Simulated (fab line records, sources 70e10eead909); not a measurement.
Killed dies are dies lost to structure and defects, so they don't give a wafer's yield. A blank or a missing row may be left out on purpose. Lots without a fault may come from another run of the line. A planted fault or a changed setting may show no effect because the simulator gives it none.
Problem report in the 8D (eight disciplines) form, filled by code | flow nand_harc | the parts of the form that need people (team, actions taken, sign-off) are left out

1. THE PROBLEM
oes_product_au at NHARC_P_STI_ETCH_42 reads a mean of 0.866 a.u. on 1 wafer of 1 lot; wafers without a fault read 0.999 a.u. with a standard deviation of 0.0085. That is -16 standard deviations from the usual mean.
The step: etches the open film in N2/H2, target depth 80 nm, overetch 24 nm, time 61 s.
First seen on wafer L729.3, day 7 05:21, on rie_diel-07. The record holds 39 wafers of 13 lots with a number at this step. Rule for "out", or "out of limits": more than 4 standard deviations from the usual mean. The other wafers with a number count as sound.

2. WHAT IT IS AND WHAT IT IS NOT
question                    | is               | is not
which readings at this step | oes_product_au   | drypump_motor_current_A, rf_vpp_V, showerhead_plenum_p_Torr, throttle_valve_pct
which lots                  | L729             | L710, L711, L712, L713, L714, L718, L719, L725, L730, L731, L732, L733
which wafers of those lots  | L729.3           | L729.2, L729.6
read on which tools         | rie_diel-07      | rie_diel-03, rie_diel-11
when                        | from day 7 05:21 | up to then (26 sound wafers); but 12 sound wafers of L730, L731, L732, L733 came after

3. SUSPECTS, AND WHAT RULES EACH OUT
Counting: a tool at a process step up to the reading stays a suspect if it ran every lot that is out. Sound lots after the first of them don't rule it out here, since some wafers of a struck lot are sound.
- rie_diel-07 at NHARC_P_STI_ETCH_42 (etches the open film in N2/H2, target depth 80 nm, overetch 24 nm, time 61 s): kept. It ran the lot that is out, L729 (day 7 05:21); its last sound lot up to then is L725 (day 6 06:41). Its own readings are out on those wafers: oes_product_au.
- Within rie_diel-07 at NHARC_P_STI_ETCH_42: the wafers that are out ran in chamber 0; their sound lot-mates ran in chambers 1, 3.
Left after counting: rie_diel-07 at NHARC_P_STI_ETCH_42.

4. THE CAUSE (what the simulator had put in)
Process parameter drift: rie_diel-07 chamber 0, from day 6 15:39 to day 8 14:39, at NHARC_P_STI_ETCH_42. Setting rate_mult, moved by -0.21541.
Counting left only this tool.

5. THE CHAIN OF EFFECTS, in route order
Each row: a reading whose mean over the struck wafers that have a number lies more than 3 standard deviations from the usual. Only readings for which the record gives a usual standard deviation are gone through. hours: the time from each lot's start at the first step in this table that gives one to its start at this step, as a median over the lots. sigmas: the change in usual standard deviations.
hours | step                | reading        | usual      | on struck wafers | change | sigmas
0     | NHARC_P_STI_ETCH_42 | oes_product_au | 0.999 a.u. | 0.866            | -0.133 | -16
The process steps in it:
- NHARC_P_STI_ETCH_42: etches the open film in N2/H2, target depth 80 nm, overetch 24 nm, time 61 s.

6. WHAT WOULD HAVE CAUGHT IT SOONER
In this record the first reading out of limits was taken at day 7 05:21, 14 hours after the fault began at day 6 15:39.
